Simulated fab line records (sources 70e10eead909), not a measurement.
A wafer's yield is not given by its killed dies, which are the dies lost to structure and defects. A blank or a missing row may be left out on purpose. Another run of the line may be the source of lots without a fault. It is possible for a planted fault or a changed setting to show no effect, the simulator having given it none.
fab line records ; flow nandHarc ; part 2 of 2: steps 5 to 6 of 6
record: lots: 19; wafers: 57; lastDay: 26
route steps=1159 shown P_BONDPAD@368 A_STAIRCASE@550
lots that met no fault: from a run of the same line without faults
startH: hours from the record's first day to the start of the lot's first wafer shown ; waitH: hours since the lot's step before ; " same as the row above ; L1.1+2: one row covering several wafers at once ; - either no value or no given start ; * or withheld: withheld ; < > ~ a bound
route shown NAME@n: names a module that has steps shown in the file, with the first one's number in the route ; usual: average and standard deviation across the fault-free wafers ; same: alike in all rows ; chamber/n: place in a boat ; sites: readings site by site ; _std_site: standard deviation of those values ; _edge_site: the outer-site mean with the inner-site mean subtracted ; radiusMm: for every site, how far away it sits from the centre of the wafer ; mask NAME#n: copy n ; behind: tool/chamber where the wafer was last shaped ; hold: cause of the lot's hold/its duration in hours/its outcome ; device: the n, p or np transistor that did not switch ; end of line: the route-end tests of the same wafers ; a step without rows: its recipe alone ; killed: dies that structure and defects cost at the first sort, which is not the same as the wafer's yield ; map: a wafer's dies, x killed, . not, _ none there
set.NAME: the run value of the setting; set.NAME@STEP: its run value at that earlier step ; model.NAME: the simulator's own value behind a step, which no gauge read
route steps across a sampled set of lots; one table per step, one row per wafer
services: a tool's chamber out of use, with start hour (startH, from the record's first day; less than 0 if before it), hours out, and reason
== steps ==
step: NHARC_A_STAIRCASE_ETCH_201
recipe: targetDepthA: 1000; timeS: 40.5; ionEnergyEv: 400; c4f8FlowSccm: 20; o2FlowSccm: 10; arFlowSccm: withheld; rfW: 600; biasW: 1000; chemistry: C4F8/O2
usual: biasW: 1000/3.2; chamberPressureMTorr: 24.995/0.023; oesProductAu: 0.946/0.011; rfVppV: 898/4.8
lot.wafer;tool;chamber;startH;waitH;biasW;chamberPressureMTorr;oesProductAu;rfHoursCounterH;rfVppV
L076.1;rieDiel-12;0;-;-;1003;24.997;0.939;18;895
L076.3;rieDiel-12;1;-;-;998;25.035;0.934;17;900
L076.6;rieDiel-12;0;-;-;997;24.972;0.953;-;896
L075.4;rieDiel-11;3;-;-;993;24.986;0.948;22;899
L075.3;rieDiel-11;1;-;-;993;25.004;0.950;21;900
L075.5;rieDiel-11;3;-;-;996;24.970;0.944;-;900
L077.3;rieDiel-11;1;-;-;1007;24.987;0.927;25;902
L077.6;rieDiel-11;0;-;-;1000;25.017;0.949;-;899
L077.5;rieDiel-11;1;-;-;1002;24.984;0.933;-;902
L079.2;rieDiel-11;0;-;-;1001;24.979;0.953;26;899
L079.4;rieDiel-11;1;-;-;997;24.980;0.957;26;902
L079.3;rieDiel-11;2;-;-;1001;24.987;0.953;28;887
L083.3;rieDiel-12;3;-;-;994;25.059;0.963;29;900
L083.1;rieDiel-12;0;-;-;997;25.003;0.964;33;895
L083.5;rieDiel-12;3;-;-;998;24.969;0.957;-;900
L081.4;rieDiel-07;0;-;-;1002;25.000;0.943;22;891
L081.5;rieDiel-07;3;-;-;997;25.012;0.940;-;904
L081.6;rieDiel-07;0;-;-;1000;25.003;0.938;-;892
L084.1;rieDiel-12;1;-;-;1000;25.045;0.936;35;899
L084.3;rieDiel-12;3;-;-;1003;25.018;0.948;32;899
L084.6;rieDiel-12;1;-;-;998;24.981;0.936;-;900
L086.3;rieDiel-12;3;-;-;997;25.006;0.936;37;899
L086.2;rieDiel-12;0;-;-;1001;25.015;0.956;41;894
L086.4;rieDiel-12;2;-;-;1004;25.009;0.946;35;902
L087.3;rieDiel-07;2;-;-;1002;25.016;0.954;27;901
L087.1;rieDiel-07;0;-;-;1002;24.998;0.927;30;891
L087.5;rieDiel-07;2;-;-;1005;25.008;0.948;-;904
L085.3;rieDiel-12;0;-;-;1001;24.976;0.934;42;895
L085.4;rieDiel-12;1;-;-;997;24.984;0.942;40;899
L085.6;rieDiel-12;3;-;-;1003;25.004;0.937;-;897
L088.2;rieDiel-11;3;-;-;999;25.014;0.939;48;898
L088.1;rieDiel-11;1;-;-;997;24.962;0.916;52;902
L088.6;rieDiel-11;2;-;-;998;25.002;0.932;-;887
L090.3;rieDiel-12;1;-;-;998;24.953;0.946;46;899
L090.1;rieDiel-12;3;-;-;1003;25.024;0.952;44;899
L090.6;rieDiel-12;1;-;-;1002;25.032;0.941;-;899
L091.4;rieDiel-07;2;-;-;997;24.957;0.966;36;901
L091.3;rieDiel-07;0;-;-;1006;24.989;0.944;41;891
L091.5;rieDiel-07;2;-;-;1002;25.003;0.956;-;900
L094.1;rieDiel-11;1;-;-;1005;25.021;0.939;59;901
L094.6;rieDiel-11;0;-;-;995;25.003;0.937;-;897
L094.4;rieDiel-11;1;-;-;1002;25.002;0.936;-;902
L092.3;rieDiel-07;1;-;-;996;25.007;0.943;46;891
L092.2;rieDiel-07;0;-;-;1001;24.976;0.943;46;893
L092.5;rieDiel-07;2;-;-;998;25.016;0.940;-;901
L095.1;rieDiel-07;1;-;-;1003;24.969;0.945;46;892
L095.2;rieDiel-07;3;-;-;998;24.999;0.922;41;904
L095.4;rieDiel-07;0;-;-;995;24.966;0.936;46;891
L093.4;rieDiel-07;2;-;-;998;24.995;0.960;43;902
L093.6;rieDiel-07;3;-;-;998;24.998;0.940;-;904
L093.5;rieDiel-07;0;-;-;1005;25.000;0.944;-;893
L096.3;rieDiel-07;1;-;-;998;24.998;0.936;54;892
L096.5;rieDiel-07;0;-;-;1001;24.973;0.933;-;890
L096.6;rieDiel-07;2;-;-;997;25.007;0.950;-;901
L097.1;rieDiel-07;0;-;-;1003;25.017;0.927;63;890
L097.2;rieDiel-07;1;-;-;997;25.017;0.943;63;892
L097.6;rieDiel-07;2;-;-;997;25.008;0.937;-;901
step: NHARC_A_STAIRCASE_TRIM_220
recipe: timeS: 211.2; o2FlowSccm: 500; arFlowSccm: 0; biasW: 0; chemistry: O2
usual: chamberPressureMTorr: 60.00/0.055; drypumpMotorCurrentA: 5.8/0.52; oesProductAu: 1.001/0.0098; rfVppV: 57.8/0.94; showerheadPlenumPTorr: 3.58/0.13; throttleValvePct: 17.037/0.0093
same: biasW: 0
lot.wafer;tool;chamber;startH;waitH;chamberPressureMTorr;drypumpMotorCurrentA;oesProductAu;rfHoursCounterH;rfVppV;showerheadPlenumPTorr;throttleValvePct
L076.1;rieDiel-07;0;254.37;0.1;60.06;6.7;0.998;5;57.0;3.42;17.036
L076.3;rieDiel-07;1;254.37;0.1;59.97;4.7;1.008;6;58.1;3.44;17.034
L076.6;rieDiel-07;2;254.37;0.1;60.02;6.0;1.015;-;56.5;3.69;17.043
L075.4;rieDiel-11;0;255.23;0.1;60.07;5.8;0.997;21;57.5;3.58;17.038
L075.3;rieDiel-11;3;255.23;0.1;60.01;6.6;1.000;22;57.5;3.62;17.053
L075.5;rieDiel-11;1;255.23;0.1;59.97;5.5;0.988;-;59.4;3.69;17.039
L077.3;rieDiel-07;1;265.97;0.1;60.10;4.8;0.997;8;57.2;3.44;17.021
L077.5;rieDiel-07;3;265.97;0.1;60.00;5.5;0.995;-;58.3;3.77;17.031
L077.6;rieDiel-07;0;265.97;0.1;59.97;6.7;0.988;-;56.5;3.42;17.035
L079.4;rieDiel-12;3;271.74;0.1;60.04;6.0;1.008;22;56.7;3.62;17.020
L079.3;rieDiel-12;0;271.74;0.1;60.09;5.7;1.021;25;59.0;3.50;17.051
L079.2;rieDiel-12;1;271.74;0.1;60.09;5.9;1.006;23;58.3;3.63;17.025
L083.3;rieDiel-12;2;297.68;0.1;59.94;6.2;0.993;28;58.3;3.70;17.027
L083.1;rieDiel-12;3;297.68;0.1;60.03;6.0;1.012;29;59.0;3.62;17.031
L083.5;rieDiel-12;1;297.68;0.1;59.93;5.9;0.994;-;58.2;3.63;17.029
L081.4;rieDiel-11;2;297.99;0.1;60.05;5.5;1.005;36;58.7;3.29;17.047
L081.5;rieDiel-11;0;297.99;0.1;60.07;5.8;1.006;-;57.5;3.57;17.037
L081.6;rieDiel-11;1;297.99;0.1;60.04;5.5;0.986;-;56.6;3.68;17.035
L084.1;rieDiel-07;3;308.21;0.1;59.96;5.6;1.010;23;59.2;3.76;17.048
L084.3;rieDiel-07;0;308.21;0.1;59.99;6.7;0.985;25;57.4;3.41;17.038
L084.6;rieDiel-07;2;308.21;0.1;60.00;6.0;1.001;-;58.9;3.68;17.043
L086.3;rieDiel-12;1;320.90;0.1;60.03;5.9;0.996;40;58.6;3.62;17.038
L086.4;rieDiel-12;3;320.90;0.1;59.97;6.0;1.015;37;58.2;3.62;17.029
L086.2;rieDiel-12;0;320.90;0.1;59.96;5.7;1.002;41;57.0;3.49;17.041
L087.3;rieDiel-12;3;321.38;0.2;60.00;6.0;1.006;38;58.0;3.61;17.033
L087.1;rieDiel-12;0;321.38;0.2;60.08;5.7;0.998;42;56.6;3.49;17.036
L087.5;rieDiel-12;2;321.38;0.2;60.08;6.3;0.987;-;57.8;3.70;17.033
L085.4;rieDiel-07;2;324.02;0.3;59.98;6.0;1.006;29;57.3;3.68;17.034
L085.3;rieDiel-07;3;324.02;0.3;60.01;5.5;0.996;29;58.7;3.76;17.058
L085.6;rieDiel-07;2;324.02;0.3;60.13;6.0;1.003;-;57.6;3.68;17.028
L088.2;rieDiel-12;2;332.31;0.2;59.88;6.3;0.997;40;59.0;3.70;17.036
L088.1;rieDiel-12;3;332.31;0.2;59.99;6.0;1.002;42;57.9;3.61;17.034
L088.6;rieDiel-12;2;332.31;0.2;59.99;6.3;1.000;-;58.2;3.70;17.043
L090.1;rieDiel-07;1;339.12;0.1;59.99;4.7;1.004;39;56.5;3.42;17.034
L090.3;rieDiel-07;2;339.12;0.1;60.09;6.0;1.004;35;58.1;3.68;17.032
L090.6;rieDiel-07;0;339.12;0.1;59.97;6.7;0.984;-;57.3;3.40;17.043
L091.3;rieDiel-11;1;345.73;0.5;60.02;5.6;0.983;56;57.6;3.67;17.044
L091.5;rieDiel-11;0;345.73;0.5;59.97;5.8;0.998;-;57.8;3.56;17.046
L091.4;rieDiel-11;1;345.73;0.5;60.00;5.5;0.977;-;57.2;3.67;17.057
L094.1;rieDiel-11;1;353.07;0.1;59.96;5.5;1.001;59;57.9;3.67;17.043
L094.4;rieDiel-11;2;353.07;0.1;59.98;5.5;1.006;59;58.0;3.28;17.032
L094.6;rieDiel-11;1;353.07;0.1;60.06;5.5;0.986;-;59.3;3.67;17.046
L092.2;rieDiel-12;1;364.25;0.1;59.96;5.9;1.001;54;57.7;3.62;17.036
L092.3;rieDiel-12;3;364.25;0.1;60.00;6.0;0.996;51;58.7;3.61;17.039
L092.5;rieDiel-12;2;364.25;0.1;59.93;6.2;0.992;-;57.6;3.69;17.045
L095.2;rieDiel-12;0;364.80;0.1;60.02;5.7;1.009;56;57.2;3.49;17.043
L095.4;rieDiel-12;1;364.80;0.1;60.00;5.9;0.995;55;59.3;3.62;17.032
L095.1;rieDiel-12;2;364.80;0.1;59.94;6.2;0.986;49;58.1;3.69;17.036
L093.4;rieDiel-12;0;369.42;0.1;60.00;5.7;1.000;60;58.2;3.48;17.053
L093.6;rieDiel-12;3;369.42;0.1;60.02;6.0;0.998;-;59.3;3.61;17.032
L093.5;rieDiel-12;0;369.42;0.1;60.06;5.7;1.008;-;58.1;3.48;17.039
L096.3;rieDiel-11;3;378.13;0.3;60.01;6.6;1.021;1;58.1;3.60;17.021
L096.5;rieDiel-11;0;378.13;0.3;60.01;5.8;1.005;-;56.4;3.55;17.046
L096.6;rieDiel-11;1;378.13;0.3;60.08;5.5;0.977;-;58.0;3.66;17.044
L097.2;rieDiel-07;1;398.25;0.1;60.01;4.7;1.000;64;56.6;3.41;17.044
L097.1;rieDiel-07;0;398.25;0.1;59.91;6.7;1.004;64;56.8;3.39;17.027
L097.6;rieDiel-07;1;398.25;0.1;60.04;4.7;0.995;-;54.8;3.41;17.044
== services ==
tool;chamber;startH;hours;kind
rieDiel-07;0;133.78;-;clean
rieDiel-07;1;133.78;-;clean
rieDiel-07;2;133.78;-;clean
rieDiel-07;3;133.78;-;clean
rieDiel-12;2;157.51;2.8;repair
rieDiel-07;0;158.28;-;clean
rieDiel-07;1;158.28;-;clean
rieDiel-07;2;158.28;-;clean
rieDiel-07;3;158.28;-;clean
rieDiel-12;1;169.21;14.6;repair
rieDiel-11;3;174.31;11.6;repair
rieDiel-11;1;181.20;9.2;repair
rieDiel-07;0;182.78;-;clean
rieDiel-11;-;189.54;9.0;pm
rieDiel-07;3;199.25;7.7;repair
rieDiel-12;-;202.45;9.0;pm
rieDiel-07;-;228.26;9.0;pm
rieDiel-12;3;258.47;5.0;repair
rieDiel-04;-;288.90;9.0;pm
rieDiel-11;0;353.65;4.1;repair
rieDiel-04;1;362.13;7.4;repair
rieDiel-11;-;366.67;9.0;pm
rieDiel-07;3;371.03;30.2;repair
rieDiel-12;-;379.45;9.0;pm
